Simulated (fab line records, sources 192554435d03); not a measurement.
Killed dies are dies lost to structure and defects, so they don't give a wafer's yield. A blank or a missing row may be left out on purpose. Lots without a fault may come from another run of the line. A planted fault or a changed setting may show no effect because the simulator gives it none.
A struck lot beside a sound one | flow n5_finfet | 23 steps out of a route of 1938
Sound: wafers L211.3, L211.4, L211.5. Struck: wafers L199.1, L199.2, L199.6. The cause comes at the end.
At each step with rows: each side's tool, then ch and its chambers, then its first start. Under that, the readings that differ: sound wafers | struck wafers | difference of the means | sigmas: that difference in standard deviations of wafers without a fault.
alike: readings whose means differ by less than 2 such deviations, and words and numbers that are the same on both sides. not compared: withheld readings, readings that some wafer has no value for, bounds like >300 that may hide the same value, and numbers for which the record gives no deviation and whose values overlap.
The two part at a step that has a row with sigmas, a row that says differs or no value, or rows on one side only. Numbers that don't overlap but have no deviation are shown without sigmas and don't part them. A reading that every wafer of one side lacks parts them only if that side has two wafers or more.

first, 11 steps without rows for these wafers: N5_BEOL_M8_ETCH_62 (etches SOC in N2/H2, target depth 110 nm, overetch 22 nm, time 165 s); N5_BEOL_M8_STRIP_68 (strips in N2/H2); N5_BEOL_M8_STRIP_67 (strips in CF4); N5_BEOL_M8_HM_OPEN_17 (chemistry Cl2/BCl3, target TiN, target depth 20 nm, overetch 6 nm); N5_BEOL_M8_STRIP_19 (strips in O2); N5_BEOL_M8_COAT_63 (time 60 s, resist thk 60 nm); N5_BEOL_M8_COAT_64 (time 60 s, resist thk 12 nm); N5_BEOL_M8_COAT_71 (time 60 s, resist thk 5 nm); N5_BEOL_M8_COAT_22 (resist thk 30 nm); N5_BEOL_M8_EBR_24; N5_BEOL_M8_SOFTBAKE_23 (time 60 s).
N5_BEOL_M8_EXPOSE_25: exposes mask V7, target cd 40 nm.
  sound on euv_scanner-02 ch 0, day 14 06:49; struck on euv_scanner-01 ch 0, day 10 22:34
  reading              | sound             | struck            | difference | sigmas
  exposure_dose_mJ_cm2 | 42.50 42.47 42.55 | 41.68 41.58 41.61 | -0.88      | -15
  stage_msd_nm (nm)    | 0.933 0.932 0.935 | 0.873 0.875 0.875 | -0.059     | -2
  alike: mask
then, 2 steps without rows for these wafers: N5_BEOL_M8_PEB_26 (peb time 60 s); N5_BEOL_M8_DEVELOP_27 (develop time 30 s).
N5_BEOL_M8_DESCUM_33: chemistry O2, time 7 s.
  sound on rie_diel-06 ch 0,3, day 14 07:04; struck on rie_diel-06 ch 0,2,3, day 10 22:52
  reading                  | sound          | struck         | difference | sigmas
  oes_product_au (a.u.)    | 0.83 1.04 1.04 | 0.69 0.87 0.69 | -0.22      | -3
  model.BEOL_M8.cd_nm (nm) | 40 40.2 40.2   | 39.6 39.4 39.4 | -0.7       |
  alike: drypump_motor_current_A, o2_flow_sccm, rf_vpp_V, showerhead_plenum_p_Torr, throttle_valve_pct
  not compared: rf_hours_counter_h
then, 5 steps without rows for these wafers: N5_BEOL_M8_ETCH_72 (etches underlayer in N2/H2, target depth 6.5 nm, time 5.2 s); N5_BEOL_M8_ETCH_65 (etches SiARC in CF4, target depth 15.6 nm, time 26 s); N5_BEOL_M8_ETCH_66 (etches SOC in N2/H2, target depth 80 nm, overetch 16 nm, time 120 s); N5_BEOL_M8_STRIP_69 (strips in N2/H2); N5_BEOL_M8_STRIP_73 (strips in N2/H2).
N5_BEOL_M8_VIA_ETCH_34: etches SiCOH lowk in C4F6/O2, target depth 125.5 nm, time 50.5 s.
  sound on rie_diel-06 ch 0,3, day 14 07:14; struck on rie_diel-06 ch 0,2,3, day 10 23:03
  reading                  | sound          | struck         | difference | sigmas
  oes_product_au (a.u.)    | 0.83 1.02 1.03 | 0.69 0.85 0.69 | -0.22      | -2
  model.BEOL_M8.cd_nm (nm) | 40.4 40 40.2   | 39.4 39.4 39.4 | -0.8       |
  alike: drypump_motor_current_A, rf_vpp_V, showerhead_plenum_p_Torr, throttle_valve_pct
  not compared: rf_hours_counter_h
then, 1 step without rows for these wafers: N5_BEOL_M8_STRIP_76 (strips in C4F6/O2).
N5_PASSIVATION_PROBE_49:
  the record has rows for the sound wafers here (prober-01, day 17 06:07) and none for the struck ones

WHERE THEY PART
First at N5_BEOL_M8_EXPOSE_25; last, within this record, at N5_PASSIVATION_PROBE_49.

WHY: what the simulator had put in
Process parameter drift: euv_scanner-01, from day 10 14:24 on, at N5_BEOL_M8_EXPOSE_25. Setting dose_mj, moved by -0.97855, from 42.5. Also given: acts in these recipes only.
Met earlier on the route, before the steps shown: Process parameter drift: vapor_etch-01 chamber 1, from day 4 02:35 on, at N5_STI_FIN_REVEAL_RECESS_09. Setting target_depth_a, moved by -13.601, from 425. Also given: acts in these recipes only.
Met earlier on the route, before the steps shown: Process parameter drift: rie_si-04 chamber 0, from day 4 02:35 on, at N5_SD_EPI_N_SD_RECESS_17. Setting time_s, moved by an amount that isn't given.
